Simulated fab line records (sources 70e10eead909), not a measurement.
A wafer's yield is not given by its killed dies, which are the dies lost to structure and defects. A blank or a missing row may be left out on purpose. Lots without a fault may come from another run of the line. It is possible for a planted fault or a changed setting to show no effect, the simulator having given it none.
Which of the tools did it?	flow nandHarc	24 lots, 72 wafers sampled, at 6 steps of a route of 1159

== WHAT THE GAUGES READ, wafer by wafer ==
The record lacks any reading of a measuring or inspecting step that a usual standard deviation could be used to judge.

== TOOL THAT RAN EACH LOT (tool first, then ch and the chambers of the sampled wafers, then the start) ==
lot	NHARC_A_BLC_ETCH_17	NHARC_A_BLC_STRIP_21	NHARC_A_BLC_PVD_32	NHARC_A_BLC_ALD_23	NHARC_A_M0_DESCUM_14	NHARC_A_M1_PRE_CLEAN_30
L076	rieDiel-08 ch 0,2,3, day 17 15:51 or earlier	rieDiel-04 ch 0,1,2, day 17 15:51	pvdSputter-03, day 17 16:33 or earlier	aldMetal-04 ch 1,2,3, day 17 16:33	rieDiel-02 ch 0,1,3, day 17 23:16	pvdSputter-02, no start
L075	rieDiel-04 ch 0,3, day 17 22:22 or earlier	rieDiel-08 ch 2,3, day 17 22:22	pvdSputter-03, day 17 23:02 or earlier	aldMetal-03 ch 0,1,2, day 17 23:02	rieDiel-12 ch 1,2,3, day 18 02:24	pvdSputter-02, no start
L077	rieDiel-04 ch 0,2,3, day 17 23:47 or earlier	rieDiel-08 ch 0,1,2, day 17 23:47	pvdSputter-02, day 18 00:28 or earlier	aldMetal-01 ch 0,3, day 18 00:28	rieDiel-12 ch 0,1,3, day 18 03:44	pvdSputter-01, no start
L080	rieDiel-04 ch 1,2,3, day 18 04:05 or earlier	rieDiel-04 ch 0,2,3, day 18 04:05	pvdSputter-01, day 18 04:47 or earlier	aldMetal-01 ch 0,2,3, day 18 04:47	rieDiel-09 ch 0,1,2, day 18 07:01	pvdSputter-03, no start
L078	rieDiel-08 ch 0,3, day 18 10:39 or earlier	rieDiel-13 ch 2,3, day 18 10:39	pvdSputter-03, day 18 11:19 or earlier	aldMetal-03 ch 0,1,2, day 18 11:19	rieDiel-12 ch 1,3, day 18 13:33	pvdSputter-01, no start
L079	rieDiel-04 ch 0,2, day 18 15:18 or earlier	rieDiel-04 ch 0,1,2, day 18 15:18	pvdSputter-03, day 18 16:00 or earlier	aldMetal-01 ch 1,2,3, day 18 16:00	rieDiel-12 ch 1,2,3, day 18 18:05	pvdSputter-02, no start
L074	rieDiel-08 ch 0,1,2, day 18 19:46 or earlier	rieDiel-08 ch 0,2,3, day 18 19:46	pvdSputter-03, day 18 20:26 or earlier	aldMetal-03 ch 2,3, day 18 20:26	rieDiel-02 ch 1,3, day 19 02:11	pvdSputter-03, no start
L081	rieDiel-08 ch 0,2, day 19 03:17 or earlier	rieDiel-04 ch 0,1, day 19 03:17	pvdSputter-03, day 19 03:58 or earlier	aldMetal-04 ch 0,2, day 19 03:58	rieDiel-02 ch 0,1, day 19 07:34	pvdSputter-03, no start
L082	rieDiel-08 ch 1,2, day 19 07:25 or earlier	rieDiel-08 ch 1,2,3, day 19 07:25	pvdSputter-02, day 19 08:04 or earlier	aldMetal-01 ch 1,3, day 19 08:04	rieDiel-09 ch 0,1, day 19 11:15	pvdSputter-02, no start
L083	rieDiel-04 ch 0,1,3, day 19 16:34 or earlier	rieDiel-04 ch 0,1,2, day 19 16:34	pvdSputter-03, day 19 17:17 or earlier	aldMetal-03 ch 0,1,3, day 19 17:17	rieDiel-12 ch 1,2,3, day 19 19:30	pvdSputter-01, no start
L085	rieDiel-08 ch 1,2,3, day 19 16:50 or earlier	rieDiel-08 ch 0,1,3, day 19 16:50	pvdSputter-01, day 19 17:35 or earlier	aldMetal-04 ch 0,1,3, day 19 17:35	rieDiel-09 ch 1,2,3, day 19 19:53	pvdSputter-02, no start
L084	rieDiel-04 ch 0,2, day 20 04:42 or earlier	rieDiel-04 ch 0,1,2, day 20 04:42	pvdSputter-02, day 20 05:22 or earlier	aldMetal-03 ch 0,2, day 20 05:22	rieDiel-12 ch 0,1, day 20 16:53	pvdSputter-02, no start
L088	rieDiel-08 ch 1,2, day 20 05:26 or earlier	rieDiel-08 ch 0,1, day 20 05:26	pvdSputter-01, day 20 06:07 or earlier	aldMetal-04 ch 1,2, day 20 06:07	rieDiel-02 ch 0,1,3, day 20 22:12	pvdSputter-01, no start
L087	rieDiel-04 ch 2,3, day 20 06:11 or earlier	rieDiel-08 ch 0,1,3, day 20 06:11	pvdSputter-02, day 20 06:50 or earlier	aldMetal-03 ch 1,2,3, day 20 06:50	rieDiel-09 ch 1,2,3, day 20 22:34	pvdSputter-01, no start
L086	rieDiel-08 ch 0,1,3, day 20 17:52 or earlier	rieDiel-13 ch 0,1,3, day 20 17:52	pvdSputter-01, day 20 18:33 or earlier	aldMetal-04 ch 0,1,3, day 20 18:33	rieDiel-12 ch 1,2, day 21 04:40	pvdSputter-02, no start
L089	rieDiel-04 ch 2,3, day 21 06:53 or earlier	rieDiel-04 ch 0,3, day 21 06:53	pvdSputter-03, day 21 07:37 or earlier	aldMetal-01 ch 1,2,3, day 21 07:37	rieDiel-12 ch 1,2, day 21 15:47	pvdSputter-01, no start
L090	rieDiel-08 ch 0,3, day 21 16:49 or earlier	rieDiel-04 ch 0,1,3, day 21 16:49	pvdSputter-03, day 21 17:31 or earlier	aldMetal-01 ch 1,2,3, day 21 17:31	rieDiel-02 ch 2,3, day 22 00:00	pvdSputter-02, no start
L094	rieDiel-13 ch 0,1,2, day 21 17:19 or earlier	rieDiel-08 ch 1,2, day 21 17:19	pvdSputter-03, day 21 18:00 or earlier	aldMetal-03 ch 0,1,3, day 21 18:00	rieDiel-12 ch 1,2,3, day 22 01:02	pvdSputter-03, no start
L091	rieDiel-08 ch 2,3, day 22 01:43 or earlier	rieDiel-04 ch 1,2,3, day 22 01:43	pvdSputter-03, day 22 02:25 or earlier	aldMetal-01 ch 1,2,3, day 22 02:25	rieDiel-12 ch 0,2,3, day 22 04:37	pvdSputter-01, no start
L092	rieDiel-08 ch 1,2,3, day 22 03:26 or earlier	rieDiel-04 ch 1,2,3, day 22 03:26	pvdSputter-02, day 22 04:08 or earlier	aldMetal-01 ch 2,3, day 22 04:08	rieDiel-09 ch 0,2, day 22 08:11	pvdSputter-02, no start
L093	rieDiel-13 ch 2,3, day 22 03:37 or earlier	rieDiel-08 ch 1,2,3, day 22 03:37	pvdSputter-03, day 22 04:18 or earlier	aldMetal-04 ch 0,2,3, day 22 04:18	rieDiel-12 ch 0,1,3, day 22 08:35	pvdSputter-03, no start
L095	rieDiel-04 ch 0,1,3, day 22 14:13 or earlier	rieDiel-04 ch 1,2,3, day 22 14:13	pvdSputter-03, day 22 14:55 or earlier	aldMetal-01 ch 0,2,3, day 22 14:55	rieDiel-09 ch 0,1,3, day 22 17:02	pvdSputter-03, no start
L096	rieDiel-08 ch 2,3, day 22 17:42 or earlier	rieDiel-04 ch 0,1, day 22 17:42	pvdSputter-03, day 22 18:23 or earlier	aldMetal-01 ch 1,2, day 22 18:23	rieDiel-12 ch 0,1, day 22 20:39	pvdSputter-01, no start
L097	rieDiel-04 ch 1,2,3, day 23 01:03 or earlier	rieDiel-13 ch 0,3, day 23 01:03	pvdSputter-02, day 23 01:46 or earlier	aldMetal-03 ch 1,2,3, day 23 01:46	rieDiel-09 ch 0,1, day 23 05:11	pvdSputter-03, no start
- NHARC_A_BLC_ETCH_17: etches the open film in N2/H2, target depth 390 nm, time 609.38 s.
- NHARC_A_BLC_STRIP_21: strips in O2.
- NHARC_A_BLC_PVD_32: deposits Ti, target thk 5 nm, time 17.7 s.
- NHARC_A_BLC_ALD_23: deposits TiN, target thk 3 nm, pulse time 1 s, ald cycles 150.
- NHARC_A_M0_DESCUM_14: chemistry O2, time 3 s.
- NHARC_A_M1_PRE_CLEAN_30: time 30 s.

== AS READ BY THE TOOLS THEMSELVES (means over the sampled wafers that have a number; for cases with no such wafer, the mark the record gives instead) ==
NHARC_A_BLC_ETCH_17. Usual: drypumpMotorCurrentA 5.9 A, standard deviation 0.44; n2FlowSccm 150.0 sccm, standard deviation 0.45; oesProductAu 0.998 a.u., standard deviation 0.0087; rfVppV 429.5 V, standard deviation 2.7; showerheadPlenumPTorr 2.00 Torr, standard deviation 0.095; throttleValvePct 14.171 %, standard deviation 0.009.
lot	tool	drypumpMotorCurrentA (A)	n2FlowSccm (sccm)	oesProductAu (a.u.)	rfVppV (V)	showerheadPlenumPTorr (Torr)	throttleValvePct (%)	flag
L076	rieDiel-08	5.9	150.2	0.994	429.9	2.04	14.167	
L075	rieDiel-04	6.2	149.9	1.000	428.9	1.99	14.170	
L077	rieDiel-04	6.0	150.1	0.996	428.9	1.98	14.174	
L080	rieDiel-04	5.7	149.7	0.997	427.4	1.93	14.177	
L078	rieDiel-08	5.8	149.9	0.992	430.6	2.05	14.174	
L079	rieDiel-04	5.8	150.2	0.993	431.0	2.07	14.170	
L074	rieDiel-08	6.2	150.0	0.996	430.2	2.05	14.176	
L081	rieDiel-08	5.9	150.4	0.989	432.3	2.09	14.167	
L082	rieDiel-08	6.3	150.1	0.997	430.4	2.04	14.166	
L083	rieDiel-04	5.8	150.2	0.995	429.9	2.01	14.168	
L085	rieDiel-08	6.2	149.8	1.004	429.8	1.99	14.171	
L084	rieDiel-04	5.8	149.8	1.001	428.7	1.98	14.170	
L088	rieDiel-08	6.3	150.1	0.993	431.0	2.04	14.176	
L087	rieDiel-04	5.9	149.7	1.005	426.7	1.89	14.180	
L086	rieDiel-08	6.2	150.1	1.000	429.1	2.00	14.170	
L089	rieDiel-04	6.2	149.8	1.006	426.7	1.90	14.173	
L090	rieDiel-08	5.8	150.6	1.009	430.7	2.05	14.174	
L094	rieDiel-13	5.4	150.1	1.009	432.2	2.11	14.166	
L091	rieDiel-08	6.0	150.4	1.001	430.5	2.02	14.173	
L092	rieDiel-08	6.2	149.9	0.997	429.5	1.99	14.171	
L093	rieDiel-13	5.6	150.0	1.003	434.7	2.20	14.169	
L095	rieDiel-04	5.8	150.0	1.001	429.9	2.01	14.176	
L096	rieDiel-08	6.0	149.8	0.985	429.9	2.02	14.171	
L097	rieDiel-04	5.7	150.4	1.004	427.6	1.92	14.175	

NHARC_A_BLC_STRIP_21. Usual: drypumpMotorCurrentA 5.9 A, standard deviation 0.45; oesProductAu 0.998 a.u., standard deviation 0.0096; rfVppV 57.6 V, standard deviation 0.89; showerheadPlenumPTorr 3.49 Torr, standard deviation 0.16; throttleValvePct 17.037 %, standard deviation 0.0086.
lot	tool	drypumpMotorCurrentA (A)	oesProductAu (a.u.)	rfVppV (V)	showerheadPlenumPTorr (Torr)	throttleValvePct (%)	flag
L076	rieDiel-04	5.6	0.992	57.3	3.48	17.038	
L075	rieDiel-08	6.0	0.999	57.7	3.50	17.038	
L077	rieDiel-08	6.2	0.992	57.8	3.54	17.044	
L080	rieDiel-04	6.0	0.998	57.7	3.44	17.041	
L078	rieDiel-13	5.7	1.004	57.9	3.61	17.037	
L079	rieDiel-04	5.6	0.995	58.3	3.48	17.036	
L074	rieDiel-08	5.9	0.998	57.6	3.52	17.039	
L081	rieDiel-04	5.4	0.991	57.3	3.52	17.039	
L082	rieDiel-08	6.2	1.000	57.8	3.45	17.044	
L083	rieDiel-04	5.6	1.001	57.8	3.48	17.040	
L085	rieDiel-08	6.2	1.002	58.0	3.47	17.036	
L084	rieDiel-04	5.6	0.995	57.6	3.48	17.045	
L088	rieDiel-08	6.4	0.990	57.9	3.48	17.041	
L087	rieDiel-08	6.2	0.991	57.8	3.47	17.037	
L086	rieDiel-13	5.5	1.012	57.5	3.63	17.031	
L089	rieDiel-04	6.1	1.000	57.4	3.57	17.035	
L090	rieDiel-04	5.8	1.001	57.8	3.48	17.033	
L094	rieDiel-08	6.2	0.989	57.5	3.52	17.040	
L091	rieDiel-04	5.7	1.005	57.3	3.34	17.039	
L092	rieDiel-04	5.7	1.000	57.1	3.34	17.032	
L093	rieDiel-08	6.2	0.996	57.7	3.45	17.052	
L095	rieDiel-04	5.7	1.000	57.2	3.34	17.031	
L096	rieDiel-04	5.4	0.999	57.3	3.52	17.036	
L097	rieDiel-13	5.5	0.999	57.8	3.65	17.037	

NHARC_A_BLC_PVD_32. Usual: cathodeDcPowerW 4999.9 W, standard deviation 0.93; throttleValvePct 29.2 %, standard deviation 0.62.
lot	tool	cathodeDcPowerW (W)	throttleValvePct (%)	flag
L076	pvdSputter-03	4999.7	29.2	
L075	pvdSputter-03	4998.9	29.0	
L077	pvdSputter-02	5001.1	29.5	
L080	pvdSputter-01	5000.4	29.0	
L078	pvdSputter-03	5000.7	28.6	
L079	pvdSputter-03	5000.3	28.8	
L074	pvdSputter-03	4999.7	29.3	
L081	pvdSputter-03	4999.3	28.9	
L082	pvdSputter-02	4999.5	29.3	
L083	pvdSputter-03	5000.6	28.9	
L085	pvdSputter-01	4999.6	29.3	
L084	pvdSputter-02	4999.5	29.6	
L088	pvdSputter-01	4999.7	29.9	
L087	pvdSputter-02	5000.0	29.6	
L086	pvdSputter-01	4999.1	29.7	
L089	pvdSputter-03	4999.7	28.9	
L090	pvdSputter-03	4999.3	29.3	
L094	pvdSputter-03	5000.9	28.7	
L091	pvdSputter-03	4999.6	29.1	
L092	pvdSputter-02	5000.1	29.6	
L093	pvdSputter-03	4999.1	29.0	
L095	pvdSputter-03	4999.0	28.6	
L096	pvdSputter-03	5000.7	29.1	
L097	pvdSputter-02	5001.2	29.6	

NHARC_A_BLC_ALD_23. Usual: heaterPowerW 1073 W, standard deviation 130; precursorPulseHeightRel 0.999, standard deviation 0.02.
lot	tool	heaterPowerW (W)	precursorPulseHeightRel	flag
L076	aldMetal-04	1152	0.981	
L075	aldMetal-03	1084	1.003	
L077	aldMetal-01	1167	1.009	
L080	aldMetal-01	1111	1.005	
L078	aldMetal-03	1066	1.008	
L079	aldMetal-01	1077	0.997	
L074	aldMetal-03	978	1.014	
L081	aldMetal-04	990	1.012	
L082	aldMetal-01	1131	1.000	
L083	aldMetal-03	1108	1.000	
L085	aldMetal-04	1115	1.009	
L084	aldMetal-03	1159	1.000	
L088	aldMetal-04	1067	0.992	
L087	aldMetal-03	997	0.987	
L086	aldMetal-04	1128	0.998	
L089	aldMetal-01	1100	1.011	
L090	aldMetal-01	1091	0.986	
L094	aldMetal-03	1105	1.015	
L091	aldMetal-01	1102	0.993	
L092	aldMetal-01	1234	0.996	
L093	aldMetal-04	1064	1.000	
L095	aldMetal-01	1096	0.987	
L096	aldMetal-01	1037	0.991	
L097	aldMetal-03	1010	1.000	

NHARC_A_M0_DESCUM_14. Usual: drypumpMotorCurrentA 5.5 A, standard deviation 0.45; oesProductAu 0.996 a.u., standard deviation 0.01; rfVppV 57.6 V, standard deviation 0.83; showerheadPlenumPTorr 1.87 Torr, standard deviation 0.063; throttleValvePct 11.310 %, standard deviation 0.0088.
lot	tool	drypumpMotorCurrentA (A)	oesProductAu (a.u.)	rfVppV (V)	showerheadPlenumPTorr (Torr)	throttleValvePct (%)	flag
L076	rieDiel-02	5.5	0.998	58.5	1.94	11.306	
L075	rieDiel-12	5.3	1.001	57.3	1.86	11.308	
L077	rieDiel-12	5.4	1.001	57.2	1.87	11.302	
L080	rieDiel-09	5.6	0.991	57.8	1.87	11.306	
L078	rieDiel-12	5.5	0.988	58.4	1.88	11.310	
L079	rieDiel-12	5.4	0.984	56.9	1.86	11.313	
L074	rieDiel-02	5.6	0.999	57.5	1.95	11.309	
L081	rieDiel-02	5.2	1.001	58.2	1.98	11.302	
L082	rieDiel-09	5.1	1.002	56.9	1.88	11.301	
L083	rieDiel-12	5.4	0.999	57.4	1.85	11.300	
L085	rieDiel-09	5.9	1.001	57.9	1.88	11.303	
L084	rieDiel-12	5.6	1.003	57.3	1.85	11.310	
L088	rieDiel-02	5.5	0.994	58.1	1.93	11.307	
L087	rieDiel-09	5.9	0.993	56.7	1.88	11.316	
L086	rieDiel-12	5.5	0.983	57.5	1.82	11.302	
L089	rieDiel-12	5.5	0.992	56.3	1.82	11.314	
L090	rieDiel-02	6.0	0.995	57.8	1.90	11.322	
L094	rieDiel-12	5.3	0.986	58.1	1.85	11.309	
L091	rieDiel-12	5.3	0.995	57.2	1.84	11.306	
L092	rieDiel-09	6.0	0.990	57.5	1.81	11.308	
L093	rieDiel-12	5.4	1.000	58.5	1.87	11.319	
L095	rieDiel-09	5.5	0.988	57.9	1.89	11.307	
L096	rieDiel-12	5.6	0.999	57.5	1.85	11.314	
L097	rieDiel-09	5.1	1.000	57.3	1.93	11.318	

NHARC_A_M1_PRE_CLEAN_30. Usual: 405 W for heaterPowerW, sd 38.
lot	tool	heaterPowerW (W)	flag
L076	pvdSputter-02	396	
L075	pvdSputter-02	395	
L077	pvdSputter-01	375	
L080	pvdSputter-03	401	
L078	pvdSputter-01	410	
L079	pvdSputter-02	397	
L074	pvdSputter-03	395	
L081	pvdSputter-03	414	
L082	pvdSputter-02	443	
L083	pvdSputter-01	395	
L085	pvdSputter-02	442	
L084	pvdSputter-02	383	
L088	pvdSputter-01	417	
L087	pvdSputter-01	392	
L086	pvdSputter-02	436	
L089	pvdSputter-01	397	
L090	pvdSputter-02	404	
L094	pvdSputter-03	388	
L091	pvdSputter-01	398	
L092	pvdSputter-02	425	
L093	pvdSputter-03	399	
L095	pvdSputter-03	392	
L096	pvdSputter-01	397	
L097	pvdSputter-03	388	

== THE ANSWER, worked out from the rows above alone ==
Rule: take the mean of a lot's wafers that have a number; if it is more than 3 standard deviations from the usual mean, the lot is off. Also off: a lot with no number at a reading for which 4 or more lots have one. Where the step has rows for the other lots, those lots are counted as sound. Order of review: gauges by route order, followed by the tools' own readings, for which a lot's mean as printed above is used. At the first step where some lot is off, the reading lying furthest off is the one used; lots without a number count as furthest.
No lot is off on any of the readings shown, so nothing can be concluded from this.

== WHAT WAS PUT IN BY THE SIMULATOR ==
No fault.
